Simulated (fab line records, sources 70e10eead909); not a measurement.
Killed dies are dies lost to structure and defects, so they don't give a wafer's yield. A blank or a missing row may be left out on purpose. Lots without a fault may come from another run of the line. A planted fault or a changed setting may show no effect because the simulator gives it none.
One fault seen from 3 desks | flow nand_harc | each desk has only its own numbers; what lay behind them comes last

THE METROLOGY DESK
What the gauges read, lot by lot, whatever tool the lot ran on: means of the sampled wafers that have a number. A lot is out of limits, marked OUT, if its mean lies more than 4 standard deviations from the usual mean; the brackets give that distance.
Columns: A = thk_nm at NHARC_A_SGD_CUT_THK_MEAS_22, usual 148.1 nm
lot  | first seen here | A
L152 | day 14 11:27    | 148.4
L153 | day 14 11:27    | 148.0
L157 | day 14 17:37    | 148.8
L155 | day 14 17:46    | 148.0
L156 | day 14 22:52    | 148.7
L159 | day 15 18:01    | 148.5
L158 | day 16 05:07    | 138.9 (-7.1) OUT
L162 | day 16 15:10    | 140.1 (-6.2) OUT
L165 | day 17 08:44    | 130.3 (-14) OUT
L168 | day 18 13:17    | 148.1
L169 | day 18 13:17    | 147.6
L172 | day 18 23:26    | 147.9
L170 | day 19 04:44    | 146.4
This desk's finding: out of limits on L158, L162, L165; first on L158, day 16 05:07 (thk_nm at NHARC_A_SGD_CUT_THK_MEAS_22). In limits: L152, L153, L157, L155, L156, L159, L168, L169, L172, L170.

THE TOOL OWNER'S DESK: fcvd-02
The tool's own readings at NHARC_A_SGD_CUT_DEP_20 (deposits SiO2, target thk 150 nm): means of the sampled wafers that have a number, for each lot that ran on this tool. A lot is out of limits, marked OUT, if its mean lies more than 4 standard deviations from the usual mean; the brackets give that distance.
Columns: A = susceptor_temp_C at NHARC_A_SGD_CUT_DEP_20, usual 65.01 C
lot  | first seen here | A
L152 | day 14 03:55    | 64.99
L157 | day 14 13:10    | 65.08
L158 | day 15 23:26    | 65.03
L162 | day 16 10:00    | 65.01
L165 | day 17 05:34    | 64.96
This desk's finding: nothing out of limits on any of the 5 lots.

THE DEFECT DESK
What the inspections along the route counted, lot by lot: means of the sampled wafers that have a number. A lot is out of limits, marked OUT, if its mean lies more than 4 standard deviations from the usual mean; the brackets give that distance.
Columns: A = raw_defect_count at NHARC_A_SGD_CUT_INSPECT_25, usual 349
lot  | first seen here | A
L153 | day 14 11:55    | 318
L152 | day 14 11:57    | 400
L157 | day 14 18:05    | 376
L155 | day 14 18:18    | 397
L156 | day 14 23:20    | 294
L159 | day 15 18:29    | 681
L158 | day 16 05:35    | 235
L162 | day 16 15:43    | 422
L165 | day 17 09:13    | 348
L168 | day 18 13:45    | 440
L169 | day 18 13:49    | 395
L172 | day 18 23:55    | 295
L170 | day 19 05:11    | 445
This desk's finding: nothing out of limits on any of the 13 lots.

PUT TOGETHER
The metrology desk could have raised an alarm at day 16 05:07, on L158, L162, L165.
The tool owner's desk saw nothing out of limits.
The defect desk saw nothing out of limits.
The tool owner's desk has L158, L162, L165 on record, within its limits.
The defect desk has L158, L162, L165 on record, within its limits.
Of the lots named, all ran NHARC_A_SGD_CUT_DEP_20 on fcvd-02.

WHAT THE SIMULATOR HAD PUT IN
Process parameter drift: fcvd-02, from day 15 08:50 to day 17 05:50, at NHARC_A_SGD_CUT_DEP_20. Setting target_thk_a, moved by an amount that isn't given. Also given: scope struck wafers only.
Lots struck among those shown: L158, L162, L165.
Hours from the fault's start to each desk's first reading out of limits: the metrology desk, 20.
